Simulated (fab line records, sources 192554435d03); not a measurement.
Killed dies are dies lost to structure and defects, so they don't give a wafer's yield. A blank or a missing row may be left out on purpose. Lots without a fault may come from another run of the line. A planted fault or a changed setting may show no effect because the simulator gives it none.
Chamber matching | flow n5_finfet | N5_BEOL_M8_STRIP_67 on rie_diel-03: 4 sister chambers
The step strips in CF4. 16 wafers are shown with their chamber, then 8 later ones without.

WAFERS WITH THEIR CHAMBER
wafer  | chamber | drypump_motor_current_A (A) | showerhead_plenum_p_Torr (Torr) | throttle_valve_pct (%)
L075.1 | 1       | 6.2                         | 1.76                            | 12.97
L075.3 | 3       | 6.0                         | 1.83                            | 13.46
L075.4 | 3       | 6.0                         | 1.83                            | 13.50
L082.1 | 2       | 5.6                         | 1.81                            | 13.79
L082.5 | 2       | 5.6                         | 1.81                            | 13.79
L082.6 | 3       | 6.0                         | 1.82                            | 13.52
L085.1 | 1       | 6.1                         | 1.76                            | 13.01
L085.3 | 2       | 5.6                         | 1.81                            | 13.80
L085.5 | 0       | 5.4                         | 1.89                            | 13.25
L087.2 | 3       | 6.0                         | 1.82                            | 13.55
L087.5 | 2       | 5.6                         | 1.80                            | 13.81
L087.6 | 1       | 6.2                         | 1.76                            | 13.03
L089.1 | 1       | 6.1                         | 1.75                            | 13.05
L089.2 | 0       | 5.4                         | 1.89                            | 13.28
L089.6 | 2       | 5.6                         | 1.80                            | 13.84
L092.1 | 0       | 5.4                         | 1.89                            | 13.29

SIGNATURES (means of the wafers above)
reading                  | chamber 0 | chamber 1 | chamber 2 | chamber 3 | scatter within a chamber
drypump_motor_current_A  | 5.400     | 6.150     | 5.600     | 6.000     | 0.0289
showerhead_plenum_p_Torr | 1.8900    | 1.7575    | 1.8060    | 1.8250    | 0.00496
throttle_valve_pct       | 13.2733   | 13.0150   | 13.8060   | 13.5075   | 0.0294
Rule: a wafer's distance from a chamber is the root of the sum, over the readings, of the square of ((its reading less the chamber's mean) divided by the reading's scatter). The wafer belongs to the nearest chamber; if the next one is less than 2 further off, it can't be placed. The scatter: the root of (the sum of the squares of (reading less its chamber's mean) over the shown wafers, divided by (wafers less chambers)).

WAFERS WITHOUT THEIR CHAMBER
wafer  | drypump_motor_current_A (A) | showerhead_plenum_p_Torr (Torr) | throttle_valve_pct (%)
L092.3 | 5.6                         | 1.80                            | 13.86
L092.4 | 6.0                         | 1.82                            | 13.57
L097.4 | 5.4                         | 1.88                            | 13.30
L097.5 | 5.4                         | 1.88                            | 13.32
L097.6 | 6.0                         | 1.81                            | 13.59
L096.1 | 5.4                         | 1.88                            | 13.31
L096.5 | 6.1                         | 1.75                            | 13.11
L096.6 | 5.6                         | 1.80                            | 13.89

WHICH CHAMBER EACH WENT THROUGH
wafer  | from the rows above | in truth
L092.3 | 2                   | 2
L092.4 | 3                   | 3
L097.4 | 0                   | 0
L097.5 | 0                   | 0
L097.6 | 3                   | 3
L096.1 | 0                   | 0
L096.5 | 1                   | 1
L096.6 | 2                   | 2
Placed correctly: 8 of 8. Can't be placed from these rows: 0. Placed wrongly: 0.
